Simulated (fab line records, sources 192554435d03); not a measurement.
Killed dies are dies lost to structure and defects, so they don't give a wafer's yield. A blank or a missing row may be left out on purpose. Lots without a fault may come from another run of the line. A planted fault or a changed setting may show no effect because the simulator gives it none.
Chamber matching | flow n5_finfet | N5_BEOL_M10_STRIP_67 on rie_diel-06: 4 sister chambers
The step strips in CF4. 4 wafers are shown with their chamber, then 7 later ones without.

WAFERS WITH THEIR CHAMBER
wafer  | chamber | throttle_valve_pct (%)
L079.4 | 1       | 13.73
L080.5 | 2       | 13.89
L083.2 | 0       | 13.17
L083.3 | 3       | 13.56

WAFERS WITHOUT THEIR CHAMBER
wafer  | throttle_valve_pct (%)
L083.5 | 13.17
L089.1 | 13.22
L089.3 | 13.94
L089.5 | 13.59
L091.2 | 13.81
L091.4 | 13.59
L091.6 | 13.82

WHICH CHAMBER EACH WENT THROUGH
wafer  | from the rows above     | in truth
L083.5 | 0                       | 0
L089.1 | 0                       | 0
L089.3 | 2                       | 2
L089.5 | 3                       | 3
L091.2 | can't be placed: 1 or 2 | 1
L091.4 | 3                       | 3
L091.6 | can't be placed: 2 or 1 | 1
Placed correctly: 5 of 7. Can't be placed from these rows: 2 (the true chamber is among the candidates in 2). Placed wrongly: 0.
How it was worked out, from the rows above alone: a wafer's distance from a chamber is the root of the sum, over the readings, of the square of ((its reading less the chamber's mean) divided by the reading's scatter). The wafer belongs to the nearest chamber; if the next one is less than 2 further off, it can't be placed. A chamber's mean is the mean of its shown wafers. The scatter: with one shown wafer a chamber, the root of the mean of the squares of how far each hidden wafer lies from its nearest shown one.
